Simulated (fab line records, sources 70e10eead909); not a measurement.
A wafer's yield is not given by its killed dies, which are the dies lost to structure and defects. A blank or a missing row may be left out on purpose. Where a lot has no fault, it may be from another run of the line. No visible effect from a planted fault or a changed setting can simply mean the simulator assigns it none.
Which of the tools did it? / flow nandHarc / Sampling: 10 lots, 26 wafers, 5 of 1302 route steps

== WHAT THE GAUGES SHOWED, per wafer ==
NHARC_END_WLT_00.
lot=L824; measured=day 24 22:01; on=prober-01; VT_DECK1_BOTTOM=0.877 0.874 0.876; VT_DECK1_BOTTOM_INNER=0.887 0.867 0.867; VT_DECK1_MEDIAN_NEAR_BOTTOM=0.875 0.873 0.877; VT_DECK1_MEDIAN_NEAR_BOTTOM_INNER=0.873 0.873 0.878; VT_DECK1_MIDDLE=0.884 0.883 0.882; VT_DECK1_MIDDLE_INNER=0.885 0.888 0.886; VT_DECK1_TOP=0.892 0.902 0.893; VT_DECK1_TOP_INNER=0.893 0.904 0.907; VT_DECK2_BOTTOM=0.882 0.882 0.895; VT_DECK2_BOTTOM_INNER=0.881 0.892 0.897; VT_DECK2_MEDIAN_NEAR_BOTTOM=0.885 0.879 0.892; VT_DECK2_MEDIAN_NEAR_BOTTOM_INNER=0.883 0.885 0.891; VT_DECK2_MIDDLE=0.886 0.900 0.897; VT_DECK2_MIDDLE_INNER=0.891 0.900 0.904; VT_DECK2_TOP=0.908 0.897 0.910; VT_DECK2_TOP_INNER=0.912 0.905 0.909
lot=L830; measured=day 26 16:43; on=prober-01; VT_DECK1_BOTTOM=0.891; VT_DECK1_BOTTOM_INNER=0.884; VT_DECK1_MEDIAN_NEAR_BOTTOM=0.893; VT_DECK1_MEDIAN_NEAR_BOTTOM_INNER=0.887; VT_DECK1_MIDDLE=0.902; VT_DECK1_MIDDLE_INNER=0.900; VT_DECK1_TOP=0.921; VT_DECK1_TOP_INNER=0.916; VT_DECK2_BOTTOM=0.863; VT_DECK2_BOTTOM_INNER=0.864; VT_DECK2_MEDIAN_NEAR_BOTTOM=0.861; VT_DECK2_MEDIAN_NEAR_BOTTOM_INNER=0.865; VT_DECK2_MIDDLE=0.882; VT_DECK2_MIDDLE_INNER=0.885; VT_DECK2_TOP=0.893; VT_DECK2_TOP_INNER=0.892
lot=L831; measured=day 26 16:43; on=prober-02; VT_DECK1_BOTTOM=0.889 0.879 0.878; VT_DECK1_BOTTOM_INNER=0.882 0.873 0.875; VT_DECK1_MEDIAN_NEAR_BOTTOM=0.888 0.879 0.878; VT_DECK1_MEDIAN_NEAR_BOTTOM_INNER=0.876 0.881 0.889; VT_DECK1_MIDDLE=0.893 0.882 0.892; VT_DECK1_MIDDLE_INNER=0.888 0.888 0.897; VT_DECK1_TOP=0.898 0.900 0.901; VT_DECK1_TOP_INNER=0.897 0.897 0.899; VT_DECK2_BOTTOM=0.867 0.865 0.865; VT_DECK2_BOTTOM_INNER=0.868 0.866 0.867; VT_DECK2_MEDIAN_NEAR_BOTTOM=0.866 0.867 0.864; VT_DECK2_MEDIAN_NEAR_BOTTOM_INNER=0.864 0.865 0.859; VT_DECK2_MIDDLE=0.881 0.881 0.886; VT_DECK2_MIDDLE_INNER=0.881 0.877 0.879; VT_DECK2_TOP=0.889 0.894 0.894; VT_DECK2_TOP_INNER=0.899 0.898 0.893
lot=L832; measured=day 27 17:44; on=prober-02; VT_DECK1_BOTTOM=0.901; VT_DECK1_BOTTOM_INNER=0.899; VT_DECK1_MEDIAN_NEAR_BOTTOM=0.901; VT_DECK1_MEDIAN_NEAR_BOTTOM_INNER=0.897; VT_DECK1_MIDDLE=0.907; VT_DECK1_MIDDLE_INNER=0.905; VT_DECK1_TOP=0.921; VT_DECK1_TOP_INNER=0.917; VT_DECK2_BOTTOM=0.875; VT_DECK2_BOTTOM_INNER=0.872; VT_DECK2_MEDIAN_NEAR_BOTTOM=0.878; VT_DECK2_MEDIAN_NEAR_BOTTOM_INNER=0.879; VT_DECK2_MIDDLE=0.891; VT_DECK2_MIDDLE_INNER=0.885; VT_DECK2_TOP=0.889; VT_DECK2_TOP_INNER=0.896
lot=L839; measured=day 30 17:10; on=prober-01; VT_DECK1_BOTTOM=0.879 0.872 0.857; VT_DECK1_BOTTOM_INNER=0.877 0.873 0.863; VT_DECK1_MEDIAN_NEAR_BOTTOM=0.876 0.872 0.857; VT_DECK1_MEDIAN_NEAR_BOTTOM_INNER=0.870 0.864 0.868; VT_DECK1_MIDDLE=0.892 0.883 0.877; VT_DECK1_MIDDLE_INNER=0.880 0.887 0.879; VT_DECK1_TOP=0.900 0.902 0.890; VT_DECK1_TOP_INNER=0.900 0.896 0.890; VT_DECK2_BOTTOM=0.880 0.881 0.885; VT_DECK2_BOTTOM_INNER=0.882 0.881 0.876; VT_DECK2_MEDIAN_NEAR_BOTTOM=0.877 0.882 0.881; VT_DECK2_MEDIAN_NEAR_BOTTOM_INNER=0.888 0.881 0.880; VT_DECK2_MIDDLE=0.885 0.893 0.888; VT_DECK2_MIDDLE_INNER=0.886 0.898 0.891; VT_DECK2_TOP=0.908 0.890 0.912; VT_DECK2_TOP_INNER=0.894 0.891 0.896
lot=L842; measured=day 31 06:59; on=prober-01; VT_DECK1_BOTTOM=0.869 0.856 0.870; VT_DECK1_BOTTOM_INNER=0.861 0.862 0.869; VT_DECK1_MEDIAN_NEAR_BOTTOM=0.863 0.858 0.871; VT_DECK1_MEDIAN_NEAR_BOTTOM_INNER=0.858 0.863 0.866; VT_DECK1_MIDDLE=0.881 0.881 0.876; VT_DECK1_MIDDLE_INNER=0.880 0.881 0.884; VT_DECK1_TOP=0.894 0.900 0.897; VT_DECK1_TOP_INNER=0.895 0.892 0.893; VT_DECK2_BOTTOM=0.887 0.884 0.876; VT_DECK2_BOTTOM_INNER=0.874 0.883 0.875; VT_DECK2_MEDIAN_NEAR_BOTTOM=0.878 0.885 0.882; VT_DECK2_MEDIAN_NEAR_BOTTOM_INNER=0.885 0.881 0.879; VT_DECK2_MIDDLE=0.900 0.897 0.884; VT_DECK2_MIDDLE_INNER=0.895 0.896 0.887; VT_DECK2_TOP=0.900 0.905 0.901; VT_DECK2_TOP_INNER=0.899 0.905 0.903
lot=L843; measured=day 32 00:01; on=prober-01; VT_DECK1_BOTTOM=0.876 0.883 0.874; VT_DECK1_BOTTOM_INNER=0.878 0.885 0.863; VT_DECK1_MEDIAN_NEAR_BOTTOM=0.879 0.881 0.870; VT_DECK1_MEDIAN_NEAR_BOTTOM_INNER=0.878 0.877 0.868; VT_DECK1_MIDDLE=0.890 0.886 0.882; VT_DECK1_MIDDLE_INNER=0.890 0.894 0.889; VT_DECK1_TOP=0.896 0.900 0.895; VT_DECK1_TOP_INNER=0.899 0.899 0.898; VT_DECK2_BOTTOM=0.866 0.870 0.875; VT_DECK2_BOTTOM_INNER=0.879 0.867 0.868; VT_DECK2_MEDIAN_NEAR_BOTTOM=0.880 0.869 0.868; VT_DECK2_MEDIAN_NEAR_BOTTOM_INNER=0.874 0.876 0.873; VT_DECK2_MIDDLE=0.882 0.875 0.888; VT_DECK2_MIDDLE_INNER=0.887 0.877 0.888; VT_DECK2_TOP=0.897 0.895 0.892; VT_DECK2_TOP_INNER=0.888 0.897 0.897
lot=L844; measured=day 33 03:19; on=prober-01; VT_DECK1_BOTTOM=0.862 0.870 0.870; VT_DECK1_BOTTOM_INNER=0.873 0.873 0.863; VT_DECK1_MEDIAN_NEAR_BOTTOM=0.864 0.878 0.873; VT_DECK1_MEDIAN_NEAR_BOTTOM_INNER=0.865 0.879 0.869; VT_DECK1_MIDDLE=0.881 0.892 0.891; VT_DECK1_MIDDLE_INNER=0.889 0.879 0.877; VT_DECK1_TOP=0.898 0.894 0.891; VT_DECK1_TOP_INNER=0.887 0.888 0.890; VT_DECK2_BOTTOM=0.874 0.882 0.877; VT_DECK2_BOTTOM_INNER=0.876 0.880 0.882; VT_DECK2_MEDIAN_NEAR_BOTTOM=0.873 0.865 0.885; VT_DECK2_MEDIAN_NEAR_BOTTOM_INNER=0.876 0.879 0.877; VT_DECK2_MIDDLE=0.889 0.889 0.882; VT_DECK2_MIDDLE_INNER=0.884 0.883 0.883; VT_DECK2_TOP=0.890 0.907 0.895; VT_DECK2_TOP_INNER=0.900 0.888 0.901
lot=L845; measured=day 32 17:29; on=prober-01; VT_DECK1_BOTTOM=0.884 0.882 0.886; VT_DECK1_BOTTOM_INNER=0.877 0.878 0.881; VT_DECK1_MEDIAN_NEAR_BOTTOM=0.881 0.879 0.886; VT_DECK1_MEDIAN_NEAR_BOTTOM_INNER=0.868 0.890 0.877; VT_DECK1_MIDDLE=0.892 0.891 0.895; VT_DECK1_MIDDLE_INNER=0.891 0.894 0.892; VT_DECK1_TOP=0.906 0.907 0.893; VT_DECK1_TOP_INNER=0.907 0.905 0.900; VT_DECK2_BOTTOM=0.873 0.879 0.862; VT_DECK2_BOTTOM_INNER=0.878 0.879 0.868; VT_DECK2_MEDIAN_NEAR_BOTTOM=0.879 0.874 0.877; VT_DECK2_MEDIAN_NEAR_BOTTOM_INNER=0.877 0.881 0.870; VT_DECK2_MIDDLE=0.880 0.882 0.877; VT_DECK2_MIDDLE_INNER=0.892 0.897 0.877; VT_DECK2_TOP=0.899 0.897 0.892; VT_DECK2_TOP_INNER=0.892 0.891 0.896
lot=L846; measured=day 32 18:00; on=prober-02; VT_DECK1_BOTTOM=0.870 0.869 0.859; VT_DECK1_BOTTOM_INNER=0.871 0.873 0.866; VT_DECK1_MEDIAN_NEAR_BOTTOM=0.861 0.871 0.866; VT_DECK1_MEDIAN_NEAR_BOTTOM_INNER=0.865 0.871 0.867; VT_DECK1_MIDDLE=0.879 0.878 0.878; VT_DECK1_MIDDLE_INNER=0.883 0.878 0.884; VT_DECK1_TOP=0.887 0.885 0.893; VT_DECK1_TOP_INNER=0.888 0.883 0.891; VT_DECK2_BOTTOM=0.875 0.881 0.873; VT_DECK2_BOTTOM_INNER=0.879 0.875 0.880; VT_DECK2_MEDIAN_NEAR_BOTTOM=0.880 0.883 0.884; VT_DECK2_MEDIAN_NEAR_BOTTOM_INNER=0.876 0.874 0.882; VT_DECK2_MIDDLE=0.887 0.883 0.889; VT_DECK2_MIDDLE_INNER=0.886 0.895 0.891; VT_DECK2_TOP=0.899 0.904 0.905; VT_DECK2_TOP_INNER=0.899 0.906 0.901

== WHAT TOOL EACH LOT RAN ON (gives the tool, then ch and the chambers of the sampled wafers, and finally the start) ==
lot=L824; NHARC_A_CHANNEL_HOLE_D1_ETCH_21=harEtch-02 ch 0,1, day 9 09:06; NHARC_A_CHANNEL_HOLE_D1_ETCH_24=harEtch-02 ch 0,1, day 9 10:54; NHARC_A_CHANNEL_HOLE_D1_STRIP_27=rieDiel-07 ch 0,3, day 9 14:41 or earlier; NHARC_A_CHANNEL_FILL_D1_ALD_02=aldHk-04 ch 0,1,3, day 9 14:41
lot=L830; NHARC_A_CHANNEL_HOLE_D1_ETCH_21=harEtch-02 ch 1, day 10 23:17; NHARC_A_CHANNEL_HOLE_D1_ETCH_24=harEtch-02 ch 1, day 11 01:01; NHARC_A_CHANNEL_HOLE_D1_STRIP_27=rieDiel-07 ch 3, day 11 04:53 or earlier; NHARC_A_CHANNEL_FILL_D1_ALD_02=aldHk-04 ch 0, day 11 04:53
lot=L831; NHARC_A_CHANNEL_HOLE_D1_ETCH_21=harEtch-01 ch 0,1, day 11 10:20; NHARC_A_CHANNEL_HOLE_D1_ETCH_24=harEtch-01 ch 0,1, day 11 12:06; NHARC_A_CHANNEL_HOLE_D1_STRIP_27=rieDiel-09 ch 0,1, day 11 15:46 or earlier; NHARC_A_CHANNEL_FILL_D1_ALD_02=aldHk-01 ch 0,1, day 11 15:46
lot=L832; NHARC_A_CHANNEL_HOLE_D1_ETCH_21=harEtch-01 ch 1, day 12 01:37; NHARC_A_CHANNEL_HOLE_D1_ETCH_24=harEtch-01 ch 1, day 12 03:19; NHARC_A_CHANNEL_HOLE_D1_STRIP_27=rieDiel-07 ch 2, day 12 07:17 or earlier; NHARC_A_CHANNEL_FILL_D1_ALD_02=aldHk-04 ch 1, day 12 07:17
lot=L839; NHARC_A_CHANNEL_HOLE_D1_ETCH_21=harEtch-02 ch 0,1, day 14 14:23; NHARC_A_CHANNEL_HOLE_D1_ETCH_24=harEtch-02 ch 0,1, day 14 16:05; NHARC_A_CHANNEL_HOLE_D1_STRIP_27=rieDiel-07 ch 0,1,3, day 14 19:51 or earlier; NHARC_A_CHANNEL_FILL_D1_ALD_02=aldHk-02 ch 0,3, day 14 19:51
lot=L842; NHARC_A_CHANNEL_HOLE_D1_ETCH_21=harEtch-02 ch 0,1, day 15 22:22; NHARC_A_CHANNEL_HOLE_D1_ETCH_24=harEtch-02 ch 0,1, day 16 00:04; NHARC_A_CHANNEL_HOLE_D1_STRIP_27=rieDiel-07 ch 0,1,2, day 16 04:02 or earlier; NHARC_A_CHANNEL_FILL_D1_ALD_02=aldHk-02 ch 0,1,2, day 16 04:02
lot=L843; NHARC_A_CHANNEL_HOLE_D1_ETCH_21=harEtch-02 ch 0,1, day 16 05:06; NHARC_A_CHANNEL_HOLE_D1_ETCH_24=harEtch-02 ch 0,1, day 16 06:52; NHARC_A_CHANNEL_HOLE_D1_STRIP_27=rieDiel-07 ch 0,3, day 16 10:52 or earlier; NHARC_A_CHANNEL_FILL_D1_ALD_02=aldHk-02 ch 0,1,3, day 16 10:52
lot=L844; NHARC_A_CHANNEL_HOLE_D1_ETCH_21=harEtch-01 ch 0, day 17 05:08; NHARC_A_CHANNEL_HOLE_D1_ETCH_24=harEtch-01 ch 0, day 17 06:49; NHARC_A_CHANNEL_HOLE_D1_STRIP_27=rieDiel-07 ch 1,3, day 17 10:35 or earlier; NHARC_A_CHANNEL_FILL_D1_ALD_02=aldHk-02 ch 0,1, day 17 10:35
lot=L845; NHARC_A_CHANNEL_HOLE_D1_ETCH_21=harEtch-01 ch 0,1, day 17 09:17; NHARC_A_CHANNEL_HOLE_D1_ETCH_24=harEtch-01 ch 0,1, day 17 11:00; NHARC_A_CHANNEL_HOLE_D1_STRIP_27=rieDiel-09 ch 1,3, day 17 14:56 or earlier; NHARC_A_CHANNEL_FILL_D1_ALD_02=aldHk-01 ch 0,1,2, day 17 14:56
lot=L846; NHARC_A_CHANNEL_HOLE_D1_ETCH_21=harEtch-02 ch 0,1, day 17 14:16; NHARC_A_CHANNEL_HOLE_D1_ETCH_24=harEtch-02 ch 0,1, day 17 15:58; NHARC_A_CHANNEL_HOLE_D1_STRIP_27=rieDiel-07 ch 0,2,3, day 17 19:44 or earlier; NHARC_A_CHANNEL_FILL_D1_ALD_02=aldHk-04 ch 0,1,2, day 17 19:44
- NHARC_A_CHANNEL_HOLE_D1_ETCH_21: etches the open film in C4F8/O2/Ar, time 514.3 s, target depth 1600 nm.
- NHARC_A_CHANNEL_HOLE_D1_ETCH_24: etches the open film in C4F8/O2/Ar, time 906.2 s, target depth 1500 nm.
- NHARC_A_CHANNEL_HOLE_D1_STRIP_27: strips in O2.
- NHARC_A_CHANNEL_FILL_D1_ALD_02: deposits SiO2, target thk 6 nm, pulse time 10 s, ald cycles 60.

== WHAT THE TOOLS THEMSELVES READ (means of the sampled wafers that have a number; where no wafer has one, the mark that the record gives instead) ==
NHARC_A_CHANNEL_HOLE_D1_ETCH_21.
lot=L824; tool=harEtch-02; c4f8FlowSccm (sccm)=89.24; drypumpMotorCurrentA (A)=5.2; showerheadPlenumPTorr (Torr)=3.68; throttleValvePct (%)=32.156
lot=L830; tool=harEtch-02; c4f8FlowSccm (sccm)=89.07; drypumpMotorCurrentA (A)=5.9; showerheadPlenumPTorr (Torr)=3.75; throttleValvePct (%)=32.157
lot=L831; tool=harEtch-01; c4f8FlowSccm (sccm)=89.22; drypumpMotorCurrentA (A)=5.0; showerheadPlenumPTorr (Torr)=3.60; throttleValvePct (%)=32.152
lot=L832; tool=harEtch-01; c4f8FlowSccm (sccm)=89.29; drypumpMotorCurrentA (A)=4.7; showerheadPlenumPTorr (Torr)=3.64; throttleValvePct (%)=32.140
lot=L839; tool=harEtch-02; c4f8FlowSccm (sccm)=89.21; drypumpMotorCurrentA (A)=5.5; showerheadPlenumPTorr (Torr)=3.68; throttleValvePct (%)=32.153
lot=L842; tool=harEtch-02; c4f8FlowSccm (sccm)=89.21; drypumpMotorCurrentA (A)=5.6; showerheadPlenumPTorr (Torr)=3.67; throttleValvePct (%)=32.158
lot=L843; tool=harEtch-02; c4f8FlowSccm (sccm)=89.45; drypumpMotorCurrentA (A)=5.5; showerheadPlenumPTorr (Torr)=3.67; throttleValvePct (%)=32.160
lot=L844; tool=harEtch-01; c4f8FlowSccm (sccm)=89.23; drypumpMotorCurrentA (A)=5.6; showerheadPlenumPTorr (Torr)=3.46; throttleValvePct (%)=32.155
lot=L845; tool=harEtch-01; c4f8FlowSccm (sccm)=89.14; drypumpMotorCurrentA (A)=5.3; showerheadPlenumPTorr (Torr)=3.51; throttleValvePct (%)=32.155
lot=L846; tool=harEtch-02; c4f8FlowSccm (sccm)=89.06; drypumpMotorCurrentA (A)=5.2; showerheadPlenumPTorr (Torr)=3.85; throttleValvePct (%)=32.154

NHARC_A_CHANNEL_HOLE_D1_ETCH_24.
lot=L824; tool=harEtch-02; c4f8FlowSccm (sccm)=94.1; drypumpMotorCurrentA (A)=5.3; showerheadPlenumPTorr (Torr)=3.67; throttleValvePct (%)=32.229
lot=L830; tool=harEtch-02; c4f8FlowSccm (sccm)=93.9; drypumpMotorCurrentA (A)=5.9; showerheadPlenumPTorr (Torr)=3.75; throttleValvePct (%)=32.251
lot=L831; tool=harEtch-01; c4f8FlowSccm (sccm)=93.9; drypumpMotorCurrentA (A)=5.0; showerheadPlenumPTorr (Torr)=3.59; throttleValvePct (%)=32.233
lot=L832; tool=harEtch-01; c4f8FlowSccm (sccm)=94.1; drypumpMotorCurrentA (A)=4.8; showerheadPlenumPTorr (Torr)=3.64; throttleValvePct (%)=32.223
lot=L839; tool=harEtch-02; c4f8FlowSccm (sccm)=94.0; drypumpMotorCurrentA (A)=5.5; showerheadPlenumPTorr (Torr)=3.68; throttleValvePct (%)=32.235
lot=L842; tool=harEtch-02; c4f8FlowSccm (sccm)=93.9; drypumpMotorCurrentA (A)=5.5; showerheadPlenumPTorr (Torr)=3.66; throttleValvePct (%)=32.232
lot=L843; tool=harEtch-02; c4f8FlowSccm (sccm)=93.5; drypumpMotorCurrentA (A)=5.6; showerheadPlenumPTorr (Torr)=3.66; throttleValvePct (%)=32.222
lot=L844; tool=harEtch-01; c4f8FlowSccm (sccm)=93.6; drypumpMotorCurrentA (A)=5.6; showerheadPlenumPTorr (Torr)=3.45; throttleValvePct (%)=32.242
lot=L845; tool=harEtch-01; c4f8FlowSccm (sccm)=93.9; drypumpMotorCurrentA (A)=5.3; showerheadPlenumPTorr (Torr)=3.50; throttleValvePct (%)=32.232
lot=L846; tool=harEtch-02; c4f8FlowSccm (sccm)=93.8; drypumpMotorCurrentA (A)=5.2; showerheadPlenumPTorr (Torr)=3.84; throttleValvePct (%)=32.238

NHARC_A_CHANNEL_HOLE_D1_STRIP_27.
lot=L824; tool=rieDiel-07; drypumpMotorCurrentA (A)=6.1; oesProductAu (a.u.)=0.986; rfVppV (V)=58.4; showerheadPlenumPTorr (Torr)=3.66; throttleValvePct (%)=17.034
lot=L830; tool=rieDiel-07; drypumpMotorCurrentA (A)=6.2; oesProductAu (a.u.)=1.003; rfVppV (V)=56.7; showerheadPlenumPTorr (Torr)=3.60; throttleValvePct (%)=17.045
lot=L831; tool=rieDiel-09; drypumpMotorCurrentA (A)=5.6; oesProductAu (a.u.)=1.012; rfVppV (V)=57.5; showerheadPlenumPTorr (Torr)=3.53; throttleValvePct (%)=17.042
lot=L832; tool=rieDiel-07; drypumpMotorCurrentA (A)=5.7; oesProductAu (a.u.)=1.012; rfVppV (V)=56.1; showerheadPlenumPTorr (Torr)=3.31; throttleValvePct (%)=17.029
lot=L839; tool=rieDiel-07; drypumpMotorCurrentA (A)=6.2; oesProductAu (a.u.)=0.987; rfVppV (V)=57.9; showerheadPlenumPTorr (Torr)=3.63; throttleValvePct (%)=17.034
lot=L842; tool=rieDiel-07; drypumpMotorCurrentA (A)=6.1; oesProductAu (a.u.)=1.004; rfVppV (V)=57.0; showerheadPlenumPTorr (Torr)=3.53; throttleValvePct (%)=17.038
lot=L843; tool=rieDiel-07; drypumpMotorCurrentA (A)=6.2; oesProductAu (a.u.)=0.998; rfVppV (V)=57.4; showerheadPlenumPTorr (Torr)=3.70; throttleValvePct (%)=17.028
lot=L844; tool=rieDiel-07; drypumpMotorCurrentA (A)=6.2; oesProductAu (a.u.)=0.992; rfVppV (V)=58.0; showerheadPlenumPTorr (Torr)=3.58; throttleValvePct (%)=17.029
lot=L845; tool=rieDiel-09; drypumpMotorCurrentA (A)=5.1; oesProductAu (a.u.)=1.014; rfVppV (V)=57.8; showerheadPlenumPTorr (Torr)=3.49; throttleValvePct (%)=17.035
lot=L846; tool=rieDiel-07; drypumpMotorCurrentA (A)=6.0; oesProductAu (a.u.)=0.992; rfVppV (V)=58.9; showerheadPlenumPTorr (Torr)=3.55; throttleValvePct (%)=17.038

NHARC_A_CHANNEL_FILL_D1_ALD_02.
lot=L824; tool=aldHk-04; heaterPowerW (W)=434; precursorPulseHeightRel=1.020
lot=L830; tool=aldHk-04; heaterPowerW (W)=434; precursorPulseHeightRel=0.973
lot=L831; tool=aldHk-01; heaterPowerW (W)=399; precursorPulseHeightRel=0.978
lot=L832; tool=aldHk-04; heaterPowerW (W)=396; precursorPulseHeightRel=0.995
lot=L839; tool=aldHk-02; heaterPowerW (W)=508; precursorPulseHeightRel=1.009
lot=L842; tool=aldHk-02; heaterPowerW (W)=464; precursorPulseHeightRel=0.997
lot=L843; tool=aldHk-02; heaterPowerW (W)=483; precursorPulseHeightRel=1.010
lot=L844; tool=aldHk-02; heaterPowerW (W)=470; precursorPulseHeightRel=1.021
lot=L845; tool=aldHk-01; heaterPowerW (W)=399; precursorPulseHeightRel=0.991
lot=L846; tool=aldHk-04; heaterPowerW (W)=451; precursorPulseHeightRel=1.001

== THE ANSWER, worked out from the rows above alone ==
Rule: usual is defined by the lots themselves. Put in order of their means at a reading, lots are off if they are a third of the lots or fewer, leave a main group of 4 or more, and stand apart from it by a gap of 3 or more times the standard deviation of the main group's means; of several such gaps the widest counts. If all means in a main group match to the digits the tables above print for the reading, that group is not used. Also off: a lot with no number at a reading for which 4 or more lots have one. All remaining lots with rows at the step are treated as sound. After the gauges, taken in route order, come the tools' own readings; for these a lot's mean is taken, as printed above. At the first step where some lot is off, the reading lying furthest off is the one used; lots without a number count as furthest.
Off: at NHARC_END_WLT_00 (VT_DECK1_TOP), L830, L832. For the main group the mean is 0.896 and the standard deviation 0.0038.
A tool fits if, at a process step before that reading, it ran every lot that is off, and no sound lot after the first of them. The gauges at NHARC_END_WLT_00 are tried like those tools. NHARC_A_CHANNEL_HOLE_D1_STRIP_27: start missing for some lots; hours and lot order therefore follow NHARC_A_CHANNEL_FILL_D1_ALD_02. None of those tried fits.

== WHAT WAS PUT IN BY THE SIMULATOR ==
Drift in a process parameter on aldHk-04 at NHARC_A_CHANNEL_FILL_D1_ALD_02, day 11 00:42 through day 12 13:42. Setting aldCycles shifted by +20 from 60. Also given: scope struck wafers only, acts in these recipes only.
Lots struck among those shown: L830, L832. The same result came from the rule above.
